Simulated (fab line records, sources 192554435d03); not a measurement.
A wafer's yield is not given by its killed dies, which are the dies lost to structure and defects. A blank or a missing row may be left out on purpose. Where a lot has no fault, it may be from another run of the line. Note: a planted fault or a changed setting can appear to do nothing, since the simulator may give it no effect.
Chamber matching :: flow n5Finfet :: N5_ZERO_LAYER_ETCH_18 on rieSi-03 has 4 sister chambers
The step etches Si in HBr/Cl2, target depth 120 nm, time 40 s. 14 wafers are shown with their chamber, then 6 later ones without.

## WAFERS, EACH WITH ITS CHAMBER
wafer: L779.1
chamber: 0
oesProductAu (a.u.): 1.023

wafer: L779.2
chamber: 1
oesProductAu (a.u.): 0.966

wafer: L779.5
chamber: 0
oesProductAu (a.u.): 1.023

wafer: L781.2
chamber: 3
oesProductAu (a.u.): 0.990

wafer: L781.3
chamber: 0
oesProductAu (a.u.): 1.015

wafer: L781.4
chamber: 2
oesProductAu (a.u.): 1.019

wafer: L791.1
chamber: 2
oesProductAu (a.u.): 1.016

wafer: L791.2
chamber: 3
oesProductAu (a.u.): 0.993

wafer: L791.4
chamber: 0
oesProductAu (a.u.): 1.020

wafer: L792.2
chamber: 0
oesProductAu (a.u.): 1.013

wafer: L792.5
chamber: 0
oesProductAu (a.u.): 1.019

wafer: L792.6
chamber: 1
oesProductAu (a.u.): 0.970

wafer: L796.2
chamber: 3
oesProductAu (a.u.): 0.988

wafer: L796.6
chamber: 2
oesProductAu (a.u.): 1.005

SIGNATURES (means of the wafers above)
reading: oesProductAu
chamber 0: 1.01883
chamber 1: 0.96800
chamber 2: 1.01333
chamber 3: 0.99033
scatter within a chamber: 0.00463
Rule: for a wafer and a chamber, the distance is found by dividing, reading by reading, the gap between the wafer's reading and the chamber's mean by the reading's scatter, squaring, summing and taking the root. The wafer belongs to the nearest chamber; if the next one is less than 2 further off, it can't be placed. The scatter is the square root of a quotient: the sum, over the shown wafers, of each reading's squared deviation from its chamber's mean, divided by wafers minus chambers.

## WAFERS WHOSE CHAMBER IS MISSING
wafer: L798.1
oesProductAu (a.u.): 1.016

wafer: L798.5
oesProductAu (a.u.): 1.022

wafer: L798.6
oesProductAu (a.u.): 0.988

wafer: L801.3
oesProductAu (a.u.): 1.015

wafer: L801.5
oesProductAu (a.u.): 0.971

wafer: L801.6
oesProductAu (a.u.): 1.021

## WHICH CHAMBER EACH WENT THROUGH
wafer: L798.1
from the rows above: can't be placed: 2 or 0
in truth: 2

wafer: L798.5
from the rows above: can't be placed: 0 or 2
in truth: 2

wafer: L798.6
from the rows above: 3
in truth: 3

wafer: L801.3
from the rows above: can't be placed: 2 or 0
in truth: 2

wafer: L801.5
from the rows above: 1
in truth: 1

wafer: L801.6
from the rows above: can't be placed: 0 or 2
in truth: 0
Correctly placed: 2 of 6. From these rows, 4 cannot be placed; in 4 the true chamber is one of the candidates. Placed wrongly: 0.
